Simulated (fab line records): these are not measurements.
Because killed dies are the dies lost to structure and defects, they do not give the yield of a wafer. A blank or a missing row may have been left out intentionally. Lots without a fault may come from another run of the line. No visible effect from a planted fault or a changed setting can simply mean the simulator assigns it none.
Struck lot and sound lot, side by side / flow n5_finfet / 13 steps out of a route of 1938
Sound: these wafers, L541.1, L541.5, L541.6. Wafers L554.2, L554.3, L554.6 were the ones struck. The cause comes at the end.
Each step with rows lists, per side, the tool, then ch with its chambers, then its first start. Under that, the readings that differ: sound wafers / struck wafers / difference of the means / sigmas: that difference in standard deviations of wafers without a fault.
alike: words and numbers the same on both sides, and readings whose means are apart by under 2 such deviations; not compared: readings that were withheld, readings missing a value for some wafer, numbers with overlapping values and no deviation given by the record, and bounds like >300 which may hide the same value.
A row with sigmas, a row that says differs or no value, or rows on one side alone: a step with any of these is where the two part. Numbers that don't overlap but have no deviation are shown without sigmas and don't part them. A reading missing from all wafers of one side parts the sides only when that side holds two or more wafers.

first, 9 steps without rows for these wafers: N5_BEOL_M4_SOFTBAKE_23 (time 60 s); N5_BEOL_M4_EXPOSE_25 (exposes mask V3, defocus 5 nm); N5_BEOL_M4_PEB_26 (peb time 60 s); N5_BEOL_M4_DEVELOP_27 (develop time 30 s); N5_BEOL_M4_DESCUM_33 (chemistry O2, time 7 s); N5_BEOL_M4_ETCH_77 (etches underlayer in N2/H2, target depth 6.5 nm, time 5.2 s); N5_BEOL_M4_ETCH_69 (etches SiARC in CF4, target depth 15.6 nm, time 26 s); N5_BEOL_M4_ALD_98 (deposits SiO2, target thk 2.5 nm, pulse time 1 s, co reactant pulse time 1 s); N5_BEOL_M4_ETCHBACK_99 (etches SiO2 in CHF3, target depth 5 nm, time 10.4 s).
N5_BEOL_M4_ETCH_70: etches SOC in N2/H2, target depth 80 nm, overetch 24 nm, time 130 s.
  sound on rie_diel-02 ch 0,1,2, day 8 03:45; struck on rie_diel-02 ch 0,1, day 11 20:15
reading=bias_w (W); sound=149.7 149.4 150.3; struck=125.4 125.6 125.5; difference=-24.3; sigmas=-57
reading=rf_vpp_V (V); sound=520.9 521.0 521.7; struck=467.5 466.3 467.6; difference=-54.1; sigmas=-24
reading=model.SiARC_of_BEOL_M4_COAT_68.thk_nm (nm); sound=5.6 6 6; struck=7.2 7 7; difference=+1.2; sigmas=
  alike: chamber_pressure_mTorr, drypump_motor_current_A, oes_product_au, rf_fwd_power_W, showerhead_plenum_p_Torr, throttle_valve_pct
  not compared: rf_hours_counter_h
then, 1 step without rows for these wafers: N5_BEOL_M4_STRIP_71 (strips in N2/H2).
N5_BEOL_M4_RC_MEAS_101:
  sound on prober-01 ch 0, day 8 09:55; struck on prober-01 ch 0, day 12 01:08
  alike: DIBL_N, DIBL_P, IOFF_N, IOFF_P, ION_N, ION_P, SS_N, SS_P, VT_N, VT_P
then, 1 step without rows for these wafers: N5_PASSIVATION_PROBE_49.

WHERE THEY PART
Only at N5_BEOL_M4_ETCH_70, as far as this record shows. Later steps at which nothing parts them and some readings are alike: N5_BEOL_M4_RC_MEAS_101.

WHY: what had been put in by the simulator
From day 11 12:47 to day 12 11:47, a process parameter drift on rie_diel-02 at N5_BEOL_M4_ETCH_70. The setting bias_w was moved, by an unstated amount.
